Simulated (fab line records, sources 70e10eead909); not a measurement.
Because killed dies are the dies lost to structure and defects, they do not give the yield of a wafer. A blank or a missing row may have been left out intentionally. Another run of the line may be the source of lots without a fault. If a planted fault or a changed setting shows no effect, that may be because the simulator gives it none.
Chamber matching | flow nandHarc | 3 sister chambers for NHARC_A_STAIRCASE_DEP_301 on pecvd-03
The step deposits SiON, target thk 30 nm. 3 wafers are shown with their chamber, then 10 later ones without.

== WAFERS WITH THEIR CHAMBER ==
wafer  | chamber | heaterPowerW (W)
L086.1 | 1       | 801
L086.6 | 2       | 861
L087.5 | 0       | 713

== WAFERS WHOSE CHAMBER IS MISSING ==
wafer  | heaterPowerW (W)
L087.6 | 848
L094.1 | 803
L094.3 | 699
L094.4 | 816
L096.1 | 772
L096.2 | 733
L096.3 | 818
L096.4 | 851
L096.5 | 729
L096.6 | 742

== THE CHAMBER EACH PASSED THROUGH ==
wafer  | from the rows above     | in truth
L087.6 | can't be placed: 2 or 1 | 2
L094.1 | 1                       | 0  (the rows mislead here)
L094.3 | 0                       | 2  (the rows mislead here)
L094.4 | can't be placed: 1 or 2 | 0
L096.1 | can't be placed: 1 or 0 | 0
L096.2 | 0                       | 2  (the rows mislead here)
L096.3 | can't be placed: 1 or 2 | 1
L096.4 | 2                       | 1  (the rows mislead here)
L096.5 | 0                       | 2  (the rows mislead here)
L096.6 | can't be placed: 0 or 1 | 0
0 of 10 placed correctly. Cannot be placed on the basis of these rows: 5; the candidates contain the true chamber in 4. Placed wrongly: 5.
How it was worked out, from the rows above alone: a wafer's distance from a chamber is the root of the sum, over the readings, of the square of ((its reading less the chamber's mean) divided by the reading's scatter). The wafer belongs to the nearest chamber; if the next one is less than 2 further off, it can't be placed. For every chamber, the mean is computed from those of its wafers that are shown. The scatter (one wafer shown for each chamber): square how far every hidden wafer sits from the nearest shown wafer, average those squares and take the square root.
